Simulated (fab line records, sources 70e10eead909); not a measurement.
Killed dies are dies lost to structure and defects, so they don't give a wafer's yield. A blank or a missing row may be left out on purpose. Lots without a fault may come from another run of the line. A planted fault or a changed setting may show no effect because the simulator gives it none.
fab line records | flow nand_harc
record lots=7 wafers=21 last_day=25
route steps=1159 shown A_CONTACT@945 A_BLC@964 END@1159
lots that met no fault: from a run of the same line without faults
start_h: hours from the record's first day to the start of the lot's first wafer shown | wait_h: hours since the lot's step before | " the same as in the row above | L1.1+2: a row that stands for several wafers | - no value, or no start given | * or withheld: withheld | < > ~ a bound
route shown NAME@n: a module of which the file shows steps, and the number in the route of the first | usual: mean/standard deviation of fault-free wafers | same: alike in all rows | chamber/n: place in a boat | sites: the reading at each site | _std_site: their standard deviation | _edge_site: outer sites' mean less inner sites' | radius_mm: how far each site lies from the wafer's centre | mask NAME#n: copy n | behind: the tool/chamber that last shaped the wafer | hold: why the lot was held/for how many hours/how that ended | device: the transistor (n, p or np) that didn't switch | end of line: the same wafers' tests at the end of the route | a step without rows: its recipe alone | killed: dies lost to structure and defects at the first sort, not the wafer's yield | map: a wafer's dies, x killed, . not, _ none there
set.NAME: the setting as run; set.NAME@STEP: as run at that earlier step | model.NAME: the simulator's own value behind a step, which no gauge read
lots at some steps of the route; a table a step, a row a wafer
services: from which hour (start_h, from the record's first day; less than 0 if before it) a tool's chamber was out of use, for how many hours, and why
## steps
# step NHARC_A_CONTACT_ETCH_136
# recipe source_w=withheld pressure_mtorr=20 bias_v=3000 time_s=132 target_depth_a=12870 ar_flow_sccm=withheld c4f8_flow_sccm=withheld o2_flow_sccm=withheld chemistry=C4F8/O2/Ar
# step NHARC_A_CONTACT_ETCH_137
# recipe source_w=withheld pressure_mtorr=20 bias_v=3000 time_s=132 target_depth_a=12870 ar_flow_sccm=withheld c4f8_flow_sccm=withheld o2_flow_sccm=withheld chemistry=C4F8/O2/Ar
# step NHARC_A_CONTACT_ETCH_138
# recipe source_w=withheld pressure_mtorr=20 bias_v=3000 time_s=132 target_depth_a=12890 ar_flow_sccm=withheld c4f8_flow_sccm=withheld o2_flow_sccm=withheld chemistry=C4F8/O2/Ar
# usual oes_air_line_au=1.000/0.021
# columns lot.wafer tool chamber start_h wait_h oes_air_line_au rf_hours_counter_h
L254.2 har_cap_etch-01 1 422.85 0.1 0.976 67
L254.1 " 0 " " 0.968 67
L254.5 " 1 " " 0.976 -
L255.2 har_cap_etch-01 0 427.61 0.1 1.020 68
L255.3 " 1 " " 0.985 -
L255.6 " 0 " " 1.028 -
L256.3 har_cap_etch-01 0 432.23 0.1 1.040 -
L256.5 " 1 " " 0.988 -
L256.6 " 0 " " 1.037 -
L264.2 har_cap_etch-01 1 464.75 0.1 1.003 74
L264.5 " 1 " " 1.030 -
L264.6 " 0 " " 1.000 -
L268.4 har_cap_etch-01 0 492.98 0.1 0.978 -
L268.6 " 1 " " 0.970 -
L268.5 " 0 " " 1.005 -
L270.2 har_cap_etch-01 0 524.14 0.1 1.002 85
L270.1 " 1 " " 0.986 85
L270.5 " 1 " " 1.017 -
L272.2 har_cap_etch-01 1 531.07 0.1 1.014 86
L272.3 " 1 " " 1.009 -
L272.6 " 1 " " 1.034 -
# step NHARC_A_CONTACT_ETCH_139
# recipe source_w=withheld pressure_mtorr=20 bias_v=400 time_s=137 target_depth_a=5900 ar_flow_sccm=withheld c4f8_flow_sccm=11.5 o2_flow_sccm=7.2 chemistry=C4F8/O2/Ar
# step NHARC_A_CONTACT_ETCH_92
# recipe target_depth_a=400 over_etch_frac=0.5 time_s=85.7 ion_energy_ev=120 ch3f_flow_sccm=50 o2_flow_sccm=30 ar_flow_sccm=200 rf_w=500 bias_w=100 chemistry=CH3F/O2
# step NHARC_A_CONTACT_ETCH_98
# recipe target_depth_a=200 over_etch_frac=0.5 time_s=10 ion_energy_ev=250 c4f6_flow_sccm=25 o2_flow_sccm=20 ar_flow_sccm=500 rf_w=600 bias_w=500 chemistry=C4F6/O2
# step NHARC_A_CONTACT_CD_MEAS_15
# usual cd_nm=90.0/0.55
# columns lot.wafer tool chamber start_h wait_h cd_nm
L254.1 cd_sem-02 - 423.59 - 89.8
L254.2 " - " " 90.6
L254.5 " - " " 89.5
L255.2 cd_sem-01 - 428.39 - 90.0
L255.3 " - " " 90.0
L255.6 " - " " 89.8
L256.3 cd_sem-02 - 433.00 - 89.4
L256.5 " - " " 89.7
L256.6 " - " " 90.4
L264.2 cd_sem-03 - 465.49 - 89.5
L264.5 " - " " 89.3
L264.6 " - " " 90.0
L268.4 cd_sem-02 - 493.66 - 88.9
L268.5 " - " " 90.2
L268.6 " - " " 89.2
L270.1 cd_sem-03 - 524.89 - 90.3
L270.2 " - " " 89.8
L270.5 " - " " 90.5
L272.2 cd_sem-01 - 531.81 - 89.8
L272.3 " - " " 90.6
L272.6 " - " " 89.3
# step NHARC_A_CONTACT_STRIP_107
# recipe n2_flow_sccm=150 h2_flow_sccm=150 ar_flow_sccm=0 bias_w=0 chemistry=N2/H2
# step NHARC_A_CONTACT_STRIP_108
# recipe cf4_flow_sccm=100 chf3_flow_sccm=30 ar_flow_sccm=0 bias_w=0 chemistry=CF4/CHF3
# step NHARC_A_CONTACT_STRIP_109
# recipe o2_flow_sccm=400 cos_flow_sccm=20 ar_flow_sccm=0 bias_w=0 chemistry=O2/COS
# step NHARC_A_CONTACT_ETCH_110
# recipe target_depth_a=500 overetch_a=50 time_s=27.5 ion_energy_ev=100 cf4_flow_sccm=80 o2_flow_sccm=20 ar_flow_sccm=0 rf_w=300 bias_w=100 chemistry=CF4/O2
# step NHARC_A_CONTACT_STRIP_26
# recipe o2_flow_sccm=500 ar_flow_sccm=0 bias_w=0 chemistry=O2
# step NHARC_A_CONTACT_STRIP_27
# recipe time_s=600 temp_c=30 chemistry=post_etch_residue_remover
# usual bath_heat_duty_pct=13.7/1.5
# columns lot.wafer tool chamber start_h wait_h bath_heat_duty_pct
L254.5 wet_bench-02 1 424.26 - 15.6
L254.1 " 2 " " 14.7
L254.2 " 5 " " 12.1
L255.6 wet_bench-02 7 429.15 - 13.5
L255.3 " 2 " " 15.4
L255.2 " 4 " " 12.6
L256.5 wet_bench-02 4 434.39 - 13.2
L256.6 " 5 " " 13.2
L256.3 " 0 " " 13.8
L264.2 wet_bench-07 5 466.23 - 13.5
L264.5 " 6 " " 12.4
L264.6 " 1 " " 14.9
L268.4 wet_bench-07 5 494.65 - 13.6
L268.5 " 7 " " 14.1
L268.6 " 1 " " 15.3
L270.5 wet_bench-02 1 525.99 - 15.3
L270.1 " 2 " " 13.7
L270.2 " 4 " " 11.6
L272.6 wet_bench-05 7 532.73 - 16.0
L272.3 " 1 " " 13.1
L272.2 " 4 " " 15.9
# step NHARC_A_CONTACT_ALD_18
# recipe target_thk_a=30 pulse_time_s=1 ald_cycles=150 temp_c=450 material=TiN
# step NHARC_A_CONTACT_CVD_19
# recipe target_thk_a=3000 temp_c=300 pressure_torr=40 wf6_flow_sccm=40 h2_flow_sccm=1600 ar_flow_sccm=1560 time_s=802 material=W
# step NHARC_A_CONTACT_CMP_20
# recipe t_overpolish_s=30 target_thk_nm=300
# usual edge_zone_pressure_frac=1.000/0.0044 motor_current_A=11.7/1.2 overpolish_run_s=30.001/0.0099 time_to_endpoint_s=62/3.5
# columns lot.wafer tool chamber start_h wait_h edge_zone_pressure_frac motor_current_A overpolish_run_s time_to_endpoint_s
L254.2 cmp-01 3 428.58 0.7 1.002 11.4 30.006 58
L254.1 " 0 " " 1.000 11.5 30.010 64
L254.5 " 3 " " 1.002 11.7 29.992 63
L255.2 cmp-02 1 430.54 0.7 1.004 12.0 30.000 59
L255.3 " 3 " " 1.007 11.9 30.009 65
L255.6 " 1 " " 1.000 12.6 30.000 62
L256.3 cmp-01 0 435.97 0.4 0.991 11.9 29.990 64
L256.5 " 3 " " 1.003 12.2 30.015 58
L256.6 " 0 " " 0.987 11.4 29.999 65
L264.2 cmp-04 0 468.23 0.8 1.000 9.9 30.000 58
L264.5 " 3 " " 0.997 9.8 29.998 64
L264.6 " 0 " " 0.998 10.8 29.999 59
L268.4 cmp-01 0 496.07 0.4 1.006 11.7 29.999 63
L268.5 " 2 " " 0.997 14.2 29.995 55
L268.6 " 3 " " 0.997 11.5 29.998 60
L270.1 cmp-01 3 527.37 0.6 0.994 11.4 29.993 58
L270.2 " 2 " " 0.998 14.7 29.995 57
L270.5 " 0 " " 1.003 11.6 30.027 59
L272.2 cmp-02 2 536.99 0.8 1.001 11.2 30.006 60
L272.3 " 0 " " 1.006 11.2 29.976 58
L272.6 " 1 " " 0.999 12.5 29.996 58
# step NHARC_A_CONTACT_SRD_22
# step NHARC_A_BLC_DEHYDRATE_00
# recipe temp_c=150 time_s=120
# step NHARC_A_BLC_HMDS_01
# recipe time_s=30
# step NHARC_A_BLC_COAT_02
# recipe temp_c=260 time_s=75
# step NHARC_A_BLC_COAT_03
# recipe temp_c=225 time_s=65
# step NHARC_A_BLC_COAT_04
# recipe spin_rpm=1500 resist_thk_nm=90
# step NHARC_A_BLC_SOFTBAKE_05
# recipe temp_c=105 time_s=55
# step NHARC_A_BLC_EBR_06
# step NHARC_A_BLC_EXPOSE_07
# recipe na=1.35 target_cd_nm=100 dose_mj=67.97 mask_id=A_BLC
# step NHARC_A_BLC_PEB_08
# recipe peb_temp_c=100 peb_time_s=65
# step NHARC_A_BLC_DEVELOP_09
# recipe develop_time_s=35 dev_temp_c=23
# step NHARC_A_BLC_CD_MEAS_10
# recipe target_cd_nm=100 landing_energy_ev=500
# usual cd_nm=99.9/0.65
# columns lot.wafer tool chamber start_h wait_h cd_nm
L254.1 cd_sem-03 0 429.47 - 99.3
L254.2 " 0 " " 100.0
L254.5 " 0 " " 100.1
L255.2 cd_sem-03 0 431.43 - 100.3
L255.3 " 0 " " 99.8
L255.6 " 0 " " 99.5
L256.3 cd_sem-02 0 436.74 - 98.9
L256.5 " 0 " " 100.0
L256.6 " 0 " " 99.0
L264.2 cd_sem-03 0 469.12 - 99.8
L264.5 " 0 " " 99.9
L264.6 " 0 " " 100.6
L268.4 cd_sem-01 0 496.94 - 99.8
L268.5 " 0 " " 99.4
L268.6 " 0 " " 99.7
L270.1 cd_sem-03 0 528.31 - 100.4
L270.2 " 0 " " 100.4
L270.5 " 0 " " 100.2
L272.2 cd_sem-03 0 537.75 - 99.9
L272.3 " 0 " " 100.1
L272.6 " 0 " " 100.7
# step NHARC_A_BLC_OVL_MEAS_11
# usual overlay_x_nm=-0.1/0.99 overlay_y_nm=0.0/0.7
# columns lot.wafer tool chamber start_h wait_h overlay_x_nm overlay_y_nm
L254.1 overlay-02 - 429.55 - -1.6 -0.6
L254.2 " - " " -1.6 -0.6
L254.5 " - " " -1.4 -0.3
L255.2 overlay-02 - 431.51 - -2.1 -1.2
L255.3 " - " " -1.1 -1.7
L255.6 " - " " -1.7 -2.1
L256.3 overlay-02 - 436.82 - -0.2 0.5
L256.5 " - " " -0.4 0.5
L256.6 " - " " -0.7 0.8
L264.2 overlay-02 - 469.21 - -0.8 -0.9
L264.5 " - " " -0.5 -0.4
L264.6 " - " " -0.4 -1.3
L268.4 overlay-01 - 497.02 - -1.1 -0.1
L268.5 " - " " -0.9 0.4
L268.6 " - " " -1.4 0.5
L270.1 overlay-02 - 528.40 - 1.1 -0.1
L270.2 " - " " 0.4 -0.4
L270.5 " - " " 0.5 0.1
L272.2 overlay-01 - 537.84 - 1.4 0.8
L272.3 " - " " 0.7 0.5
L272.6 " - " " 1.1 1.2
# step NHARC_A_BLC_DESCUM_15
# recipe time_s=3 o2_flow_sccm=200 ar_flow_sccm=0 bias_power_w=0 chemistry=O2
# usual drypump_motor_current_A=5.7/0.38 oes_product_au=0.999/0.016 rf_vpp_V=57.5/1 showerhead_plenum_p_Torr=1.87/0.061 throttle_valve_pct=11.311/0.0089
# columns lot.wafer tool chamber start_h wait_h drypump_motor_current_A oes_product_au rf_hours_counter_h rf_vpp_V showerhead_plenum_p_Torr throttle_valve_pct
L254.1 rie_diel-09 1 429.66 0.1 5.5 1.000 17 57.1 1.88 11.317
L254.2 " 3 " " 5.9 0.980 19 57.1 1.88 11.293
L254.5 " 0 " " 5.8 0.994 - 56.1 1.82 11.319
L255.2 rie_diel-02 2 431.64 0.1 5.3 0.989 35 57.9 1.83 11.315
L255.3 " 3 " " 5.2 1.030 34 58.1 1.86 11.283
L255.6 " 1 " " 6.0 1.000 - 55.8 1.77 11.329
L256.3 rie_diel-06 3 436.95 0.1 5.9 0.985 1 56.6 1.80 11.304
L256.6 " 2 " " 5.8 1.020 - 57.1 1.89 11.304
L256.5 " 3 " " 5.9 1.004 - 58.3 1.80 11.306
L264.2 rie_diel-09 1 469.30 0.1 5.6 0.995 3 56.8 1.88 11.297
L264.5 " 1 " " 5.6 1.016 - 59.8 1.88 11.302
L264.6 " 2 " " 6.1 0.970 - 58.7 1.87 11.299
L268.4 rie_diel-06 0 497.13 0.1 4.8 1.007 8 57.9 1.96 11.305
L268.6 " 2 " " 5.8 1.027 - 56.5 1.89 11.310
L268.5 " 3 " " 5.9 1.010 - 56.7 1.79 11.296
L270.1 rie_diel-06 2 528.49 0.1 5.8 1.020 11 58.4 1.89 11.315
L270.2 " 3 " " 5.9 1.007 11 55.5 1.79 11.310
L270.5 " 2 " " 5.8 1.032 - 57.4 1.89 11.318
L272.3 rie_diel-06 2 537.93 0.1 5.8 1.022 12 58.6 1.89 11.311
L272.2 " 1 " " 5.9 1.001 12 57.5 1.96 11.300
L272.6 " 2 " " 5.8 1.017 - 57.3 1.89 11.314
# step NHARC_A_BLC_ETCH_16
# recipe target_depth_a=390 over_etch_frac=0.3 time_s=65 ion_energy_ev=80 cf4_flow_sccm=150 ar_flow_sccm=0 rf_w=300 bias_w=100 chemistry=CF4
# step NHARC_A_BLC_ETCH_17
# recipe target_depth_a=3900 over_etch_frac=0.25 time_s=609.38 ion_energy_ev=200 n2_flow_sccm=150 h2_flow_sccm=150 ar_flow_sccm=0 rf_w=400 bias_w=150 chemistry=N2/H2
# step NHARC_A_BLC_ETCH_18
# recipe target_depth_a=9100 c4f8_flow_sccm=20 o2_flow_sccm=10 ar_flow_sccm=withheld rf_w=600 bias_w=1500 chemistry=C4F8/O2/Ar
# step NHARC_A_BLC_CD_MEAS_19
# usual cd_nm=100.1/2.5
# columns lot.wafer tool chamber start_h wait_h cd_nm
L254.1 cd_sem-03 - 430.62 - 104.1
L254.2 " - " " 100.2
L254.5 " - " " 102.9
L255.2 cd_sem-02 - 432.65 - 99.8
L255.3 " - " " 98.7
L255.6 " - " " 100.2
L256.3 cd_sem-02 - 437.91 - 98.0
L256.5 " - " " 95.6
L256.6 " - " " 104.1
L264.2 cd_sem-01 - 470.44 - 97.9
L264.5 " - " " 101.7
L264.6 " - " " 98.4
L268.4 cd_sem-01 - 498.10 - 103.4
L268.5 " - " " 104.6
L268.6 " - " " 101.3
L270.1 cd_sem-03 - 529.46 - 101.8
L270.2 " - " " 100.1
L270.5 " - " " 98.0
L272.2 cd_sem-02 - 538.90 - 101.8
L272.3 " - " " 100.2
L272.6 " - " " 104.9
# step NHARC_A_BLC_STRIP_29
# recipe cf4_flow_sccm=150 ar_flow_sccm=0 bias_w=0 chemistry=CF4
# usual cf4_flow_sccm=149.9/0.47 drypump_motor_current_A=5.8/0.33 oes_product_au=0.998/0.015 rf_vpp_V=59.3/0.79 showerhead_plenum_p_Torr=1.73/0.047 throttle_valve_pct=13.283/0.0083
# columns lot.wafer tool chamber start_h wait_h cf4_flow_sccm drypump_motor_current_A oes_product_au rf_hours_counter_h rf_vpp_V showerhead_plenum_p_Torr throttle_valve_pct
L254.2 rie_diel-06 2 430.70 0.1 149.7 5.8 1.002 0 59.1 1.75 13.267
L254.1 " 1 " " 150.0 5.9 0.987 0 59.1 1.81 13.289
L254.5 " 2 " " 150.3 5.8 1.019 - 58.3 1.75 13.291
L255.3 rie_diel-06 1 432.72 0.1 149.4 5.9 0.988 0 59.3 1.81 13.271
L255.2 " 2 " " 149.9 5.8 1.009 0 59.2 1.75 13.294
L255.6 " 1 " " 150.0 5.9 0.991 - 59.4 1.81 13.290
L256.3 rie_diel-06 0 438.01 0.1 150.3 4.8 1.004 1 60.1 1.81 13.296
L256.5 " 1 " " 149.8 5.9 0.988 - 59.7 1.81 13.280
L256.6 " 2 " " 149.5 5.8 1.018 - 58.5 1.75 13.297
L264.2 rie_diel-02 3 470.55 0.1 149.9 5.2 1.029 46 59.1 1.72 13.282
L264.5 " 0 " " 149.6 5.8 1.016 - 58.6 1.69 13.279
L264.6 " 1 " " 151.0 6.0 1.004 - 59.0 1.64 13.270
L268.4 rie_diel-09 2 498.17 0.1 149.7 6.1 0.985 8 59.5 1.73 13.282
L268.5 " 1 " " 150.9 5.5 1.009 - 59.7 1.74 13.297
L268.6 " 2 " " 150.1 6.1 0.979 - 60.3 1.73 13.289
L270.2 rie_diel-06 3 529.54 0.1 149.6 5.9 0.994 11 59.1 1.66 13.277
L270.1 " 0 " " 149.8 4.8 1.004 11 59.3 1.81 13.274
L270.5 " 2 " " 150.0 5.8 1.014 - 58.3 1.75 13.291
L272.2 rie_diel-06 1 538.97 0.1 150.3 5.9 0.991 12 58.5 1.81 13.288
L272.3 " 3 " " 149.3 5.9 1.004 12 59.5 1.66 13.289
L272.6 " 1 " " 150.5 5.9 0.985 - 58.7 1.81 13.290
# step NHARC_A_BLC_STRIP_21
# recipe o2_flow_sccm=500 ar_flow_sccm=0 bias_w=0 chemistry=O2
# step NHARC_A_BLC_STRIP_22
# recipe time_s=600 temp_c=30 chemistry=post_etch_residue_remover
# step NHARC_A_BLC_DEGAS_30
# recipe temp_c=300 time_s=60
# usual heater_power_w=496/65
# columns lot.wafer tool chamber start_h wait_h heater_power_w
L254.2 pvd_sputter-03 - 431.23 - 546
L254.1 " - " " 476
L254.5 " - " " 497
L255.3 pvd_sputter-01 - 433.40 - 621
L255.2 " - " " 394
L255.6 " - " " 400
L256.3 pvd_sputter-01 - 438.74 - 408
L256.5 " - " " 612
L256.6 " - " " 397
L264.2 pvd_sputter-01 - 471.12 - 626
L264.6 " - " " 395
L264.5 " - " " 462
L268.4 pvd_sputter-03 - 498.71 - 493
L268.6 " - " " 477
L268.5 " - " " 554
L270.1 pvd_sputter-02 - 530.07 - 496
L270.2 " - " " 501
L270.5 " - " " 510
L272.3 pvd_sputter-03 - 539.53 - 448
L272.2 " - " " 481
L272.6 " - " " 570
# step NHARC_A_BLC_PRE_CLEAN_31
# recipe time_s=15 bias_v=250 gas=Ar
# step NHARC_END_SORT_01
# recipe temp_c=25
# usual killed_at_array=28/11 killed_at_other=0.5/0.87 killed_at_periphery=2.9/2.2 killed_dies=32/11 killed_open=3.2/1.9 killed_short=1.8/1.4
# same gross_dies=677
# columns lot.wafer tool chamber start_h wait_h killed_at_array killed_at_other killed_at_periphery killed_dies killed_open killed_short
L254.1 prober-01 0 483.47 2.5 73 0 4 77 0 5
L254.2 prober-01 0 484.28 2.8 106 0 2 108 3 3
L254.5 prober-01 0 486.71 3.7 103 1 1 105 4 2
L255.2 prober-02 0 484.29 2.8 113 5 2 120 1 0
L255.3 prober-02 0 485.11 3.1 79 2 2 83 4 1
L255.6 prober-02 0 487.54 4.1 75 3 0 78 1 0
L256.3 prober-01 0 494.53 3.0 113 0 2 115 1 0
L256.5 prober-01 0 496.12 3.7 110 0 1 111 3 1
L256.6 prober-01 0 496.92 4.0 113 0 1 114 4 0
# killed by level:class
L254.1 A_CONTACT:unspecified=47 A_SLIT:chamber_film_flake=16 A_CONTACT:chamber_film_flake=3 A_ONON_D1:geometric_particle:short=2 A_CHANNEL_HOLE_D1:chamber_film_flake=2 P_CONTACT:geometric_particle:short=1 A_CHANNEL_FILL_D1:geometric_particle:short=1 A_SGD_CUT:geometric_particle:short=1
L254.2 A_CONTACT:unspecified=87 A_SLIT:chamber_film_flake=6 A_CHANNEL_HOLE_D1:chamber_film_flake=3 A_STAIRCASE:chamber_film_flake=2 A_CONTACT:chamber_film_flake=2 A_BLC:chamber_film_flake=2 P_GATE:geometric_particle:short=1 P_CONTACT:geometric_particle:open=1
L255.2 A_CONTACT:unspecified=78 A_CHANNEL_HOLE_D1:chamber_film_flake=16 A_SLIT:chamber_film_flake=15 THIN_TSV:chamber_film_flake=5 A_STAIRCASE:chamber_film_flake=3 P_ZERO_WELL:chamber_film_flake=2 A_ONON_D1:geometric_particle:open=1
L255.3 A_CONTACT:unspecified=46 A_CHANNEL_HOLE_D1:chamber_film_flake=12 A_SLIT:chamber_film_flake=10 A_STAIRCASE:chamber_film_flake=3 A_BLC:chamber_film_flake=2 THIN_TSV:chamber_film_flake=2 P_GATE:geometric_particle:open=1 P_M1:geometric_particle:open=1
L254.5 A_CONTACT:unspecified=86 A_SLIT:chamber_film_flake=7 A_CHANNEL_HOLE_D1:chamber_film_flake=3 P_GATE:geometric_particle:open=1 A_ONON_D1:geometric_particle:open=1 A_STAIRCASE:geometric_particle:short=1 A_STAIRCASE:geometric_particle:open=1 A_SGD_CUT:geometric_particle:short=1
L255.6 A_CONTACT:unspecified=42 A_CHANNEL_HOLE_D1:chamber_film_flake=15 A_SLIT:chamber_film_flake=13 THIN_TSV:chamber_film_flake=3 A_M0:geometric_particle:open=1 A_CHANNEL_FILL_D1:chamber_film_flake=1 A_ZERO_WELL:chamber_film_flake=1 A_STAIRCASE:chamber_film_flake=1
L256.3 A_CONTACT:unspecified=76 A_CHANNEL_HOLE_D1:chamber_film_flake=16 A_SLIT:chamber_film_flake=15 A_CONTACT:chamber_film_flake=4 P_BONDPAD:geometric_particle:open=1 P_ZERO_WELL:chamber_film_flake=1 A_BLC:chamber_film_flake=1 A_STAIRCASE:chamber_film_flake=1
L256.5 A_CONTACT:unspecified=76 A_CHANNEL_HOLE_D1:chamber_film_flake=14 A_SLIT:chamber_film_flake=12 A_CONTACT:chamber_film_flake=4 P_GATE:geometric_particle:short=1 A_CHANNEL_HOLE_D1:geometric_particle:open=1 A_BLC:geometric_particle:open=1 A_M1:geometric_particle:open=1
L256.6 A_CONTACT:unspecified=79 A_SLIT:chamber_film_flake=15 A_CHANNEL_HOLE_D1:chamber_film_flake=12 A_CHANNEL_FILL_D1:chamber_film_flake=2 A_CONTACT:chamber_film_flake=2 P_CONTACT:geometric_particle:open=1 A_ONON_D1:geometric_particle:open=1 A_BLC:geometric_particle:open=1
# map L254.2 (x killed, . not)
____________.____________
_________......._________
_______.....x....._______
______.............______
_____..............._____
____.................____
____......x..........____
___......x............___
___...................___
__................x....__
__.....................__
_......................._
_......................._
_......................._
_......................._
_......................._
......x.............x....
x.x..x.x..x..x...........
.x...x.xx.x.x.x..........
..x..x.xxxx.....x..x.....
xxxxxxxxxx...............
_.xx.xxxxxx.x..........._
_..xxxxxxxx..x.........._
_...xxxxxxx.x..........._
_..xxxxxxxxx............_
_..xxxxxxxx............._
__x.xxxxxxx..x.........__
__..xxxxxxx............__
___xxxxxxxx...........___
___...................___
____xx...............____
____..x.x............____
_____..............._____
______.............______
_______..........._______
_________......._________
____________.____________
# map L255.2 (x killed, . not)
____________.____________
_________....x.._________
_______........x.._______
______.x........xx.______
_____...........x.xx_____
____x...........xxxxx____
____...........xxxxxx____
___............xxxxxxx___
___............xxxxxxx___
__.............xxxxxxxx__
__............x.xxxxxxx__
_......x.......xxxxxxxx._
_...............xxxxxxxx_
_.............x..xxxx..._
_..............xxxxxx..._
_.................xx...._
..........x....x..xx.....
.........................
............x..x.........
.............xx.........x
............xxxx.........
_.........x..x.x........_
_.....x......x.x......x._
_..........xx.x........._
_..........xxx.x........_
_.........x.xx.x........_
__..........xx.xx......__
__........x...x........__
___...................___
___...................___
____.................____
____....x............____
_____..............._____
______x.....x......______
_______..........._______
_________......._________
____________.____________
## services
# columns tool chamber start_h hours kind
cmp-04 - 399.73 4.0 pm
pvd_sputter-02 - 404.82 3.2 repair
rie_diel-09 1 405.88 2.4 repair
rie_diel-06 - 418.29 9.0 pm
pvd_sputter-01 - 422.67 2.7 repair
cmp-02 - 422.71 4.0 pm
rie_diel-09 - 431.10 9.0 pm
pvd_sputter-03 - 432.20 14.7 repair
rie_diel-06 0 432.63 3.1 repair
wet_bench-07 - 448.07 8.0 pm
rie_diel-09 1 449.71 3.0 repair
cmp-02 - 462.64 1.8 repair
wet_bench-02 - 462.99 4.1 repair
cmp-01 - 473.59 4.0 pm
rie_diel-02 3 482.61 8.1 repair
cmp-02 - 489.15 1.1 repair
rie_diel-06 - 492.24 0.6 repair
pvd_sputter-03 - 500.41 9.1 repair
rie_diel-02 - 504.86 9.0 pm
pvd_sputter-03 - 509.99 10.0 pm
cmp-02 - 520.71 4.0 pm
cmp-02 - 525.05 1.2 repair
wet_bench-02 - 532.00 8.0 pm
pvd_sputter-01 - 532.68 10.0 pm
## key
first_sign step=NHARC_END_SORT_01 reading=killed_at_array direction=up sigmas=6.4 usual=28 struck=98
effect step=NHARC_END_SORT_01 reading=killed_dies direction=up sigmas=6.3 usual=32 struck=101
more_kills_born_at NHARC_A_CONTACT_STRIP_27@wet_bench-02=617
met_at NHARC_A_CONTACT_STRIP_27
struck_wafers L254.1,L254.2,L254.5,L255.2,L255.3,L255.6,L256.3,L256.5,L256.6
tester_left_out L254,L255,L256
fault kind=chamber_particle_source tool=wet_bench-02 chamber=- onset_h=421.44 steps=NHARC_A_CONTACT_STRIP_27 rate_per_visit_cm2=0.70969 end_h=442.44
# tester_left_out: of these lots the tester's yield and bins aren't shown, on N5 and GAA mostly nor the transistor test; their killed dies are dies lost to structure and defects alone, not to doping, threshold or leakage, so they don't give the yield
